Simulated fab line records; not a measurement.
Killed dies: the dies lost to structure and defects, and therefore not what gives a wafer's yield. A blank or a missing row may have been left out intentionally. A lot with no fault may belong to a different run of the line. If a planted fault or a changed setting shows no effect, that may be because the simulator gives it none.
fab line records -- flow n5_finfet -- part 1 of 2: steps 1 to 20 of 30
[record] lots = 5, wafers = 15, last_day = 17
route steps=1938 shown HKMG_FIN@397
lots untouched by any fault: they come from a run of this same line in which no faults occurred
start_h: start of the lot's first displayed wafer, in hours after the record's first day -- wait_h: hours since the lot's step before -- " as in the row above -- L1.1+2: several wafers, shown together as one row -- - no value present, or no start provided -- * or withheld: withheld -- < > ~ a bound
route shown NAME@n: a module of which the file shows steps, and the number in the route of the first -- usual: the fault-free wafers' mean and standard deviation -- same: alike in all rows -- chamber/n: place in a boat -- sites: each site's reading -- _std_site: their standard deviation -- _edge_site: mean of outer sites minus mean of inner sites -- radius_mm: for every site, how far away it sits from the centre of the wafer -- mask NAME#n: copy n -- behind: the tool/chamber that last shaped the wafer -- hold: reason for holding the lot/hours on hold/outcome of the hold -- device: the transistor (n, p or np) that didn't switch -- end of line: the route-end tests of the same wafers -- for a step that has no rows: nothing shown but its recipe -- killed: the dies lost at the first sort to structure and to defects; this is not the yield of the wafer -- map: a wafer's dies, marking killed ones x, the rest . and places with no die _
set.NAME: the setting the step ran with; set.NAME@STEP: the setting that earlier step ran with -- model.NAME: the simulator's own value behind a step, which no gauge read
lots at some steps of the route; a table a step, a row a wafer
services: when a tool's chamber went out of use (start_h, in hours from the record's first day, below 0 if earlier), for how many hours, and the reason
[[steps]]
[step N5_HKMG_FIN_DEVELOP_48]
[recipe] develop_time_s = 30, developer = TMAH, resist = CAR-ArF, rinse_liquid = diw, dry = air_spin, dev_temp_c = 23
[usual] developer_temp_C = 22.99/0.11, exhaust_pa = 45.0/0.92
lot.wafer,tool,chamber,start_h,wait_h,developer_temp_C,exhaust_pa
L077.1,litho_track-05,0,-,-,23.07,45.5
L077.4,litho_track-05,0,-,-,22.95,44.3
L077.5,litho_track-05,0,-,-,23.05,44.1
L080.1,litho_track-04,0,-,-,22.97,44.1
L080.2,litho_track-04,0,-,-,22.93,44.9
L080.6,litho_track-04,0,-,-,22.93,44.6
L084.1,litho_track-05,0,-,-,22.93,45.4
L084.4,litho_track-05,0,-,-,22.98,45.5
L084.6,litho_track-05,0,-,-,23.06,46.8
L085.2,litho_track-02,0,-,-,22.90,44.8
L085.3,litho_track-02,0,-,-,22.99,45.1
L085.6,litho_track-02,0,-,-,22.80,45.2
L096.1,litho_track-02,0,-,-,23.04,45.9
L096.3,litho_track-02,0,-,-,23.07,44.5
L096.6,litho_track-02,0,-,-,23.10,44.9
[step N5_HKMG_FIN_CD_MEAS_49]
[recipe] target_cd_nm = 202, landing_energy_ev = 500, detector = se_inlens, polarity = opening
[usual] cd_nm = 202.5/0.95
lot.wafer,tool,chamber,start_h,wait_h,cd_nm
L077.1,cd_sem-02,0,88.92,-,201.7
L077.4,cd_sem-02,0,88.92,-,203.1
L077.5,cd_sem-02,0,88.92,-,203.1
L080.1,cd_sem-03,0,120.15,-,201.5
L080.2,cd_sem-03,0,120.15,-,201.4
L080.6,cd_sem-03,0,120.15,-,202.6
L084.1,cd_sem-01,0,138.94,-,202.5
L084.4,cd_sem-01,0,138.94,-,202.5
L084.6,cd_sem-01,0,138.94,-,201.4
L085.2,cd_sem-02,0,140.06,-,201.8
L085.3,cd_sem-02,0,140.06,-,204.1
L085.6,cd_sem-02,0,140.06,-,203.0
L096.1,cd_sem-02,0,207.46,-,201.7
L096.3,cd_sem-02,0,207.46,-,204.0
L096.6,cd_sem-02,0,207.46,-,201.8
[step N5_HKMG_FIN_OVL_MEAS_50]
[recipe] points_per_wafer = 44
[usual] NDIPOLE_OVL = -0.1/0.67
lot.wafer,tool,chamber,start_h,wait_h,NDIPOLE_OVL[nm]
L077.1,overlay-02,0,88.95,0.0,0.9
L077.4,overlay-02,0,88.95,0.0,0.9
L077.5,overlay-02,0,88.95,0.0,0.7
L080.1,overlay-02,0,120.18,0.0,0.9
L080.2,overlay-02,0,120.18,0.0,0.6
L080.6,overlay-02,0,120.18,0.0,0.2
L084.1,overlay-01,0,138.97,0.0,0.1
L084.4,overlay-01,0,138.97,0.0,-0.2
L084.6,overlay-01,0,138.97,0.0,-1.1
L085.2,overlay-01,0,140.09,0.0,-1.0
L085.3,overlay-01,0,140.09,0.0,-0.7
L085.6,overlay-01,0,140.09,0.0,-0.8
L096.1,overlay-02,0,207.49,0.0,0.4
L096.3,overlay-02,0,207.49,0.0,0.2
L096.6,overlay-02,0,207.49,0.0,0.5
[step N5_HKMG_FIN_INSPECT_61]
[recipe] mode = adi, inspect_instrument = macro
[usual] raw_defect_count = 1.9/1.4
lot.wafer,tool,chamber,start_h,wait_h,raw_defect_count
L077.1,defect_inspect-01,-,88.97,0.0,7
L077.4,defect_inspect-01,-,88.97,0.0,3
L077.5,defect_inspect-01,-,88.97,0.0,2
L080.1,defect_inspect-01,-,120.21,0.0,3
L080.2,defect_inspect-01,-,120.21,0.0,3
L080.6,defect_inspect-01,-,120.21,0.0,1
L084.1,defect_inspect-02,-,139.00,0.0,0
L084.4,defect_inspect-02,-,139.00,0.0,1
L084.6,defect_inspect-02,-,139.00,0.0,0
L085.2,defect_inspect-01,-,140.11,0.0,0
L085.3,defect_inspect-01,-,140.11,0.0,1
L085.6,defect_inspect-01,-,140.11,0.0,4
L096.1,defect_inspect-01,-,207.51,0.0,2
L096.3,defect_inspect-01,-,207.51,0.0,2
L096.6,defect_inspect-01,-,207.51,0.0,5
[step N5_HKMG_FIN_DESCUM_53]
[recipe] chemistry = O2, time_s = 7.9, source_power_w = 50, bias_power_w = 20, pressure_mtorr = 20, rf_frequency_hz = 2.712e+07, temp_c = 40, resist = CAR-ArF, o2_flow_sccm = 225
[usual] drypump_motor_current_A = 5.6/0.4, oes_product_au = 0.78/0.082, rf_vpp_V = 242.9/1.3, showerhead_plenum_p_Torr = 2.07/0.068, throttle_valve_pct = 20.44/0.14
[same] time_s = 7.9
lot.wafer,tool,chamber,start_h,wait_h,drypump_motor_current_A,oes_product_au,rf_hours_counter_h,rf_vpp_V,showerhead_plenum_p_Torr,throttle_valve_pct
L077.1,rie_diel-06,2,89.57,0.6,5.5,0.77,155,243.0,2.09,20.68
L077.4,rie_diel-06,3,89.57,0.6,5.5,0.92,28,241.8,2.05,20.23
L077.5,rie_diel-06,2,89.57,0.6,5.5,0.77,-,242.2,2.09,20.68
L080.1,rie_diel-04,0,120.42,0.2,6.1,0.75,192,244.7,2.19,20.56
L080.2,rie_diel-04,1,120.42,0.2,5.1,0.78,131,243.0,1.99,20.59
L080.6,rie_diel-04,2,120.42,0.2,6.0,0.73,-,241.9,2.07,20.37
L084.1,rie_diel-06,3,139.03,0.0,5.5,0.87,45,243.4,2.04,20.28
L084.4,rie_diel-06,0,139.03,0.0,5.6,0.66,240,241.1,2.05,20.43
L084.6,rie_diel-06,1,139.03,0.0,6.2,0.94,-,242.8,2.02,20.40
L085.2,rie_diel-06,1,140.15,0.0,6.2,0.95,21,240.7,2.02,20.40
L085.3,rie_diel-06,3,140.15,0.0,5.5,0.87,46,242.2,2.04,20.27
L085.6,rie_diel-06,2,140.15,0.0,5.5,0.76,-,242.7,2.09,20.71
L096.1,rie_diel-06,2,207.55,0.0,5.5,0.74,186,242.2,2.08,20.71
L096.3,rie_diel-06,0,207.55,0.0,5.7,0.98,6,243.8,2.04,20.09
L096.6,rie_diel-06,1,207.55,0.0,6.1,0.88,-,243.0,2.01,20.44
[step N5_HKMG_FIN_ETCH_54]
[recipe] chemistry = CF4, target = SiARC, target_depth_a = 455, mask_material = CAR-ArF, time_s = 75.8, ion_energy_ev = 80, pressure_mtorr = 40, source_w = 545, bias_w = 36, Ar_flow_sccm = 100, cf4_flow_sccm = 100, ends = cleared
[usual] drypump_motor_current_A = 5.6/0.4, etch_rf_on_time_s = 75.6/2.3, mfc_ar_sccm = 99.99/0.29, oes_product_au = 0.67/0.074, rf_vpp_V = 184.0/1.2, showerhead_plenum_p_Torr = 2.12/0.05, throttle_valve_pct = 15.64/0.13
lot.wafer,tool,chamber,start_h,wait_h,drypump_motor_current_A,etch_rf_on_time_s,mfc_ar_sccm,oes_product_au,rf_hours_counter_h,rf_vpp_V,showerhead_plenum_p_Torr,throttle_valve_pct
L077.1,rie_diel-06,2,89.60,0.0,5.5,79.5,100.16,0.64,155,184.3,2.13,15.79
L077.4,rie_diel-06,3,89.60,0.0,5.5,75.5,99.74,0.78,28,181.9,2.11,15.49
L077.5,rie_diel-06,2,89.60,0.0,5.5,79.5,100.02,0.64,-,185.1,2.13,15.78
L080.1,rie_diel-04,0,120.45,0.0,6.1,75.5,99.79,0.64,192,185.0,2.20,15.57
L080.2,rie_diel-04,1,120.45,0.0,5.1,74.2,100.27,0.67,131,183.2,2.07,15.86
L080.6,rie_diel-04,2,120.45,0.0,6.0,77.0,99.90,0.61,-,184.4,2.12,15.60
L084.1,rie_diel-06,3,139.07,0.0,5.5,76.6,99.65,0.75,45,184.3,2.11,15.52
L084.4,rie_diel-06,0,139.07,0.0,5.7,75.8,100.30,0.57,241,184.5,2.10,15.70
L084.6,rie_diel-06,1,139.07,0.0,6.2,76.0,100.03,0.80,-,182.9,2.10,15.69
L085.2,rie_diel-06,1,140.18,0.0,6.1,76.0,100.16,0.79,21,184.8,2.10,15.69
L085.3,rie_diel-06,3,140.18,0.0,5.5,76.0,99.74,0.75,46,185.4,2.11,15.50
L085.6,rie_diel-06,2,140.18,0.0,5.5,81.1,100.49,0.62,-,185.2,2.13,15.80
L096.1,rie_diel-06,2,207.58,0.0,5.5,80.0,99.58,0.62,186,184.8,2.12,15.84
L096.3,rie_diel-06,0,207.58,0.0,5.7,72.7,99.38,0.82,6,183.2,2.10,15.24
L096.6,rie_diel-06,1,207.58,0.0,6.2,77.0,100.40,0.75,-,183.2,2.09,15.76
[step N5_HKMG_FIN_ETCH_55]
[recipe] chemistry = N2/H2, target = SOC, target_depth_a = 2400, temp_c = 40, time_s = 300, ion_energy_ev = 200, mask_material = SiARC, pressure_mtorr = 30, source_w = 840, bias_w = 150, n2_flow_sccm = 200, h2_flow_sccm = 200
[usual] drypump_motor_current_A = 5.6/0.41, oes_product_au = 0.78/0.09, rf_vpp_V = 523.3/2.1, showerhead_plenum_p_Torr = 2.52/0.078, throttle_valve_pct = 17.87/0.27
[same] time_s = 300
lot.wafer,tool,chamber,start_h,wait_h,drypump_motor_current_A,oes_product_au,rf_hours_counter_h,rf_vpp_V,showerhead_plenum_p_Torr,throttle_valve_pct
L077.1,rie_diel-06,2,89.66,0.0,5.5,0.75,155,524.1,2.57,18.29
L077.4,rie_diel-06,3,89.66,0.0,5.5,0.91,28,521.5,2.49,17.67
L077.5,rie_diel-06,2,89.66,0.0,5.5,0.74,-,523.2,2.57,18.28
L080.1,rie_diel-04,0,120.51,0.0,6.1,0.74,192,526.6,2.64,17.89
L080.2,rie_diel-04,1,120.51,0.0,5.1,0.77,131,520.0,2.46,18.36
L080.6,rie_diel-04,2,120.51,0.0,6.0,0.71,-,524.6,2.51,17.64
L084.1,rie_diel-06,3,139.12,0.0,5.4,0.88,45,523.1,2.48,17.70
L084.4,rie_diel-06,0,139.12,0.0,5.7,0.66,241,523.9,2.52,18.01
L084.6,rie_diel-06,1,139.12,0.0,6.2,0.95,-,522.4,2.49,17.96
L085.2,rie_diel-06,1,140.24,0.0,6.2,0.94,21,522.3,2.49,17.95
L085.3,rie_diel-06,3,140.24,0.0,5.5,0.88,46,521.7,2.48,17.69
L085.6,rie_diel-06,2,140.24,0.0,5.5,0.72,-,524.4,2.56,18.32
L096.1,rie_diel-06,2,207.64,0.0,5.5,0.71,186,522.9,2.56,18.33
L096.3,rie_diel-06,0,207.64,0.0,5.7,0.95,6,522.0,2.51,17.67
L096.6,rie_diel-06,1,207.64,0.0,6.1,0.87,-,521.4,2.48,18.01
[step N5_HKMG_FIN_STRIP_56]
[recipe] chemistry = N2/H2, temp_c = 40, n2_flow_sccm = 200, h2_flow_sccm = 200, rf_frequency_hz = 6e+07
lot.wafer,tool,chamber,start_h,wait_h
L077.1+4+5,rie_diel-06,"2,3,2",89.84,0.1
L080.1+2+6,rie_diel-04,"0,1,2",120.69,0.1
L084.1+4+6,rie_diel-06,"3,0,1",139.30,0.1
L085.2+3+6,rie_diel-06,"1,3,2",140.42,0.1
L096.1+3+6,rie_diel-06,"2,0,1",207.82,0.1
[step N5_HKMG_FIN_STRIP_57]
[recipe] chemistry = CF4, resist = SiARC, power_w = 300, bias_power_w = 75, pressure_mtorr = 50, cf4_flow_sccm = 150, rf_frequency_hz = 6e+07
[usual] drypump_motor_current_A = 5.6/0.41, oes_product_au = 0.77/0.078, rf_vpp_V = 270.9/1.3, showerhead_plenum_p_Torr = 1.77/0.043, throttle_valve_pct = 13.61/0.12
lot.wafer,tool,chamber,start_h,wait_h,drypump_motor_current_A,oes_product_au,rf_hours_counter_h,rf_vpp_V,showerhead_plenum_p_Torr,throttle_valve_pct
L077.1,rie_diel-06,2,89.85,0.0,5.5,0.77,155,271.6,1.79,13.78
L077.4,rie_diel-06,3,89.85,0.0,5.5,0.90,28,269.8,1.76,13.36
L077.5,rie_diel-06,2,89.85,0.0,5.5,0.77,-,271.0,1.79,13.78
L080.1,rie_diel-04,0,120.70,0.0,6.1,0.73,192,271.7,1.83,13.56
L080.2,rie_diel-04,1,120.70,0.0,5.1,0.76,131,269.9,1.72,13.79
L080.6,rie_diel-04,2,120.70,0.0,6.0,0.73,-,272.1,1.77,13.60
L084.1,rie_diel-06,3,139.31,0.0,5.5,0.87,45,268.9,1.76,13.43
L084.4,rie_diel-06,0,139.31,0.0,5.7,0.67,241,272.1,1.74,13.67
L084.6,rie_diel-06,1,139.31,0.0,6.2,0.93,-,270.1,1.76,13.64
L085.2,rie_diel-06,1,140.43,0.0,6.2,0.92,21,271.9,1.76,13.66
L085.3,rie_diel-06,3,140.43,0.0,5.5,0.87,46,269.3,1.76,13.42
L085.6,rie_diel-06,2,140.43,0.0,5.5,0.76,-,271.9,1.79,13.82
L096.1,rie_diel-06,2,207.83,0.0,5.5,0.74,186,271.6,1.78,13.83
L096.3,rie_diel-06,0,207.83,0.0,5.7,0.94,6,270.1,1.74,13.11
L096.6,rie_diel-06,1,207.83,0.0,6.2,0.86,-,269.6,1.76,13.71
[step N5_HKMG_FIN_ETCH_58]
[recipe] chemistry = N2/H2, target = SOC, target_depth_a = 2158, ion_energy_ev = 50, bias_w = 13, time_s = 741, pressure_mtorr = 30, source_w = 875, n2_flow_sccm = 200, h2_flow_sccm = 200
[usual] drypump_motor_current_A = 5.6/0.4, oes_product_au = 0.78/0.089, rf_vpp_V = 99.1/0.83, showerhead_plenum_p_Torr = 2.52/0.078, throttle_valve_pct = 17.82/0.28
[same] time_s = 741
lot.wafer,tool,chamber,start_h,wait_h,drypump_motor_current_A,oes_product_au,rf_hours_counter_h,rf_vpp_V,showerhead_plenum_p_Torr,throttle_valve_pct
L077.1,rie_diel-06,2,89.87,0.0,5.5,0.75,155,98.7,2.57,18.23
L077.4,rie_diel-06,3,89.87,0.0,5.5,0.92,28,98.9,2.49,17.60
L077.5,rie_diel-06,2,89.87,0.0,5.5,0.74,-,99.9,2.57,18.26
L080.1,rie_diel-04,0,120.72,0.0,6.1,0.73,193,99.5,2.64,17.83
L080.2,rie_diel-04,1,120.72,0.0,5.1,0.78,131,99.8,2.46,18.33
L080.6,rie_diel-04,2,120.72,0.0,6.0,0.71,-,97.5,2.51,17.60
L084.1,rie_diel-06,3,139.33,0.0,5.5,0.88,46,98.5,2.48,17.64
L084.4,rie_diel-06,0,139.33,0.0,5.7,0.67,241,98.6,2.52,17.98
L084.6,rie_diel-06,1,139.33,0.0,6.2,0.94,-,98.3,2.49,17.91
L085.2,rie_diel-06,1,140.45,0.0,6.2,0.94,21,98.2,2.49,17.91
L085.3,rie_diel-06,3,140.45,0.0,5.5,0.88,46,98.9,2.48,17.66
L085.6,rie_diel-06,2,140.45,0.0,5.5,0.73,-,100.1,2.56,18.28
L096.1,rie_diel-06,2,207.85,0.0,5.5,0.72,187,98.7,2.56,18.30
L096.3,rie_diel-06,0,207.85,0.0,5.7,0.97,6,99.2,2.51,17.59
L096.6,rie_diel-06,1,207.85,0.0,6.2,0.88,-,99.1,2.48,17.94
[step N5_HKMG_FIN_STRIP_93]
[recipe] chemistry = N2/H2, material = SOC, time_s = 20, power_w = 500, temp_c = 40, pressure_mtorr = 50, rf_frequency_hz = 6e+07, bias_power_w = 8, h2_frac = 0.5, n2_flow_sccm = 300, h2_flow_sccm = 300
[usual] drypump_motor_current_A = 5.6/0.4, oes_product_au = 0.78/0.084, rf_vpp_V = 54.2/0.95, showerhead_plenum_p_Torr = 3.33/0.099, throttle_valve_pct = 19.0/0.53
[same] time_s = 20
lot.wafer,tool,chamber,start_h,wait_h,drypump_motor_current_A,oes_product_au,rf_hours_counter_h,rf_vpp_V,showerhead_plenum_p_Torr,throttle_valve_pct
L077.1,rie_diel-06,2,90.29,0.2,5.5,0.74,155,53.1,3.39,19.6
L077.4,rie_diel-06,3,90.29,0.2,5.5,0.90,28,53.9,3.29,18.9
L077.5,rie_diel-06,2,90.29,0.2,5.5,0.75,-,52.9,3.39,19.6
L080.1,rie_diel-04,0,121.14,0.2,6.1,0.74,193,53.4,3.48,19.1
L080.2,rie_diel-04,1,121.14,0.2,5.1,0.78,131,53.0,3.26,20.1
L080.6,rie_diel-04,2,121.14,0.2,6.0,0.72,-,54.1,3.31,18.5
L084.1,rie_diel-06,3,139.76,0.2,5.5,0.88,46,54.7,3.28,18.9
L084.4,rie_diel-06,0,139.76,0.2,5.7,0.68,241,54.1,3.33,19.0
L084.6,rie_diel-06,1,139.76,0.2,6.2,0.92,-,53.3,3.29,19.1
L085.2,rie_diel-06,1,140.88,0.2,6.2,0.92,22,53.8,3.29,19.1
L085.3,rie_diel-06,3,140.88,0.2,5.5,0.89,46,54.4,3.28,18.9
L085.6,rie_diel-06,2,140.88,0.2,5.5,0.72,-,52.0,3.39,19.7
L096.1,rie_diel-06,2,208.27,0.2,5.5,0.72,187,54.2,3.38,19.7
L096.3,rie_diel-06,0,208.27,0.2,5.7,0.98,6,54.2,3.32,18.6
L096.6,rie_diel-06,1,208.27,0.2,6.2,0.87,-,53.7,3.28,19.1
[step N5_HKMG_FIN_WET_ETCH_76]
[recipe] chemistry = dNH4OH, mix = 1:50, temp_c = 25, target = Al2O3, stop_on = La2O3, target_depth_nm = 2.25, dry = ipa_marangoni, rinse_time_s = 30, rinse_temp_c = 23
lot.wafer,tool,chamber,start_h,wait_h
L077.1+4+5,wet_bench-02,"2,1,6",90.38,0.1
L080.1+2+6,wet_bench-06,"0,2,6",121.23,0.1
L084.1+4+6,wet_bench-06,"3,4,2",139.84,0.1
L085.2+3+6,wet_bench-02,"5,6,2",140.96,0.1
L096.1+3+6,wet_bench-06,"7,0,1",208.36,0.1
[step N5_HKMG_FIN_STRIP_60]
[recipe] chemistry = N2/H2, power_w = 2500, temp_c = 300, h2_frac = 0.65, time_s = 360, pressure_mtorr = withheld, n2_flow_sccm = 1750, h2_flow_sccm = 3250
[usual] drypump_motor_current_A = 5.8/0.45, heater_power_w = 464/12
[same] time_s = 360
lot.wafer,tool,chamber,start_h,wait_h,drypump_motor_current_A,heater_power_w,rf_hours_counter_h
L077.1,plasma_asher-01,0,90.45,0.0,5.4,442,35
L077.4,plasma_asher-01,1,90.45,0.0,5.3,495,-
L077.5,plasma_asher-01,0,90.45,0.0,5.4,451,-
L080.1,plasma_asher-01,1,121.29,0.0,5.3,482,41
L080.2,plasma_asher-01,0,121.29,0.0,5.4,456,41
L080.6,plasma_asher-01,1,121.29,0.0,5.3,489,-
L084.1,plasma_asher-02,0,139.91,0.0,6.4,467,105
L084.4,plasma_asher-02,0,139.91,0.0,6.4,471,-
L084.6,plasma_asher-02,1,139.91,0.0,5.7,468,-
L085.2,plasma_asher-02,1,141.03,0.0,5.7,465,106
L085.3,plasma_asher-02,1,141.03,0.0,5.7,474,-
L085.6,plasma_asher-02,0,141.03,0.0,6.4,471,-
L096.1,plasma_asher-02,1,208.43,0.0,5.7,462,122
L096.3,plasma_asher-02,1,208.43,0.0,5.7,457,-
L096.6,plasma_asher-02,1,208.43,0.0,5.7,449,-
[step N5_HKMG_FIN_WET_ETCH_77]
[recipe] chemistry = dHCl, mix = 1:10000, temp_c = 25, target = La2O3, stop_on = HfO2, target_depth_nm = 2
lot.wafer,tool,chamber,start_h,wait_h
L077.1+4+5,wet_bench-02,"3,5,6",90.84,0.3
L080.1+2+6,wet_bench-04,"5,1,3",121.68,0.3
L084.1+4+6,wet_bench-06,"2,5,4",140.30,0.3
L085.2+3+6,wet_bench-02,"1,5,2",141.41,0.3
L096.1+3+6,wet_bench-04,"0,5,7",208.81,0.3
[step N5_HKMG_FIN_WET_ETCH_78]
[recipe] chemistry = dNH4OH, mix = 1:50, temp_c = 25, target = Al2O3, stop_on = La2O3, target_depth_nm = 4.5, dry = ipa_marangoni, rinse_time_s = 30, rinse_temp_c = 23
lot.wafer,tool,chamber,start_h,wait_h
L077.1+4+5,wet_bench-02,"3,5,6",90.87,0.0
L080.1+2+6,wet_bench-04,"5,1,3",121.71,0.0
L084.1+4+6,wet_bench-06,"2,5,4",140.33,0.0
L085.2+3+6,wet_bench-02,"1,5,2",141.44,0.0
L096.1+3+6,wet_bench-04,"0,5,7",208.84,0.0
[step N5_HKMG_FIN_ALD_79]
[recipe] material = TiN, target_thk_a = 15, temp_c = 400, ald_precursor_family = TiCl4, ald_co_reactant = NH3, pulse_time_s = 1, purge_time_s = 3, co_reactant_purge_time_s = 2, co_reactant_pulse_time_s = 2, ald_cycles = 68, pressure_torr = 3
[usual] heater_power_w = 951/86, precursor_pulse_height_rel = 0.999/0.022
lot.wafer,tool,chamber,start_h,wait_h,heater_power_w,precursor_pulse_height_rel
L077.1,ald_metal-01,3,90.94,0.0,953,1.014
L077.4,ald_metal-01,2,90.94,0.0,1005,0.999
L077.5,ald_metal-01,0,90.94,0.0,1130,0.991
L080.1,ald_metal-03,1,121.78,0.0,1084,0.965
L080.2,ald_metal-03,2,121.78,0.0,914,1.004
L080.6,ald_metal-03,2,121.78,0.0,906,1.014
L084.1,ald_metal-02,1,140.40,0.0,872,1.021
L084.4,ald_metal-02,0,140.40,0.0,881,1.021
L084.6,ald_metal-02,2,140.40,0.0,954,1.032
L085.2,ald_metal-02,3,141.51,0.0,906,0.979
L085.3,ald_metal-02,2,141.51,0.0,970,0.991
L085.6,ald_metal-02,3,141.51,0.0,853,0.967
L096.1,ald_metal-01,0,208.91,0.0,1119,1.032
L096.3,ald_metal-01,1,208.91,0.0,830,0.957
L096.6,ald_metal-01,2,208.91,0.0,998,0.940
[step N5_HKMG_FIN_CVD_62]
[recipe] material = a-Si, target_thk_a = 30, temp_c = 500, precursor = Si2H6, pressure_torr = 1, time_s = 20.8
[usual] heater_power_w = 1431/170
[same] time_s = 20.8
lot.wafer,tool,chamber,start_h,wait_h,heater_power_w
L077.1,thermal_cvd_si-02,0,91.31,0.2,1681
L077.4,thermal_cvd_si-02,2,91.31,0.2,1330
L077.5,thermal_cvd_si-02,0,91.31,0.2,1710
L080.1,thermal_cvd_si-02,1,122.14,0.2,1508
L080.2,thermal_cvd_si-02,0,122.14,0.2,1700
L080.6,thermal_cvd_si-02,0,122.14,0.2,1745
L084.1,thermal_cvd_si-01,2,140.76,0.2,1280
L084.4,thermal_cvd_si-01,2,140.76,0.2,1289
L084.6,thermal_cvd_si-01,0,140.76,0.2,1174
L085.2,thermal_cvd_si-02,0,141.88,0.2,1702
L085.3,thermal_cvd_si-02,2,141.88,0.2,1378
L085.6,thermal_cvd_si-02,0,141.88,0.2,1743
L096.1,thermal_cvd_si-01,2,209.28,0.2,1315
L096.3,thermal_cvd_si-01,1,209.28,0.2,1421
L096.6,thermal_cvd_si-01,2,209.28,0.2,1308
[step N5_HKMG_FIN_RTA_80]
[recipe] temp_c = withheld, time_s = 2, ambient = N2, idle_temp_c = 600, ramp_up_c_per_s = 150, ramp_down_c_per_s = 60, cool_to_c = 600
[same] time_s = 2
lot.wafer,tool,chamber,start_h,wait_h
L077.1+4+5,rtp_anneal-01,0,91.53,0.2
L080.1+2+6,rtp_anneal-01,0,122.31,0.1
L084.1+4+6,rtp_anneal-02,0,140.89,0.1
L085.2+3+6,rtp_anneal-01,0,142.13,0.2
L096.1+3+6,rtp_anneal-01,0,209.41,0.1
[step N5_HKMG_FIN_PRECLEAN_64]
[recipe] chemistry = dHF, time_s = 30, temp_c = 25, dilution = withheld
[same] time_s = 30
lot.wafer,tool,chamber,start_h,wait_h
L077.1+4+5,wet_bench-06,"1,3,7",91.67,0.1
L080.1+2+6,wet_bench-04,"2,3,5",122.46,0.1
L084.1+4+6,wet_bench-04,"6,2,5",141.04,0.1
L085.2+3+6,wet_bench-04,"6,0,3",142.27,0.1
L096.1+3+6,wet_bench-06,"3,5,6",209.56,0.1
[step N5_HKMG_FIN_WET_ETCH_65]
[recipe] chemistry = TMAH, temp_c = 70, conc_wt_pct = 5, target = a-Si, stop_on = TiN, time_s = 49, target_depth_nm = 3
[same] time_s = 49
lot.wafer,tool,chamber,start_h,wait_h
L077.1+4+5,wet_bench-06,"1,3,7",91.68,0.0
L080.1+2+6,wet_bench-04,"2,3,5",122.47,0.0
L084.1+4+6,wet_bench-04,"6,2,5",141.05,0.0
L085.2+3+6,wet_bench-04,"6,0,3",142.28,0.0
L096.1+3+6,wet_bench-06,"3,5,6",209.57,0.0
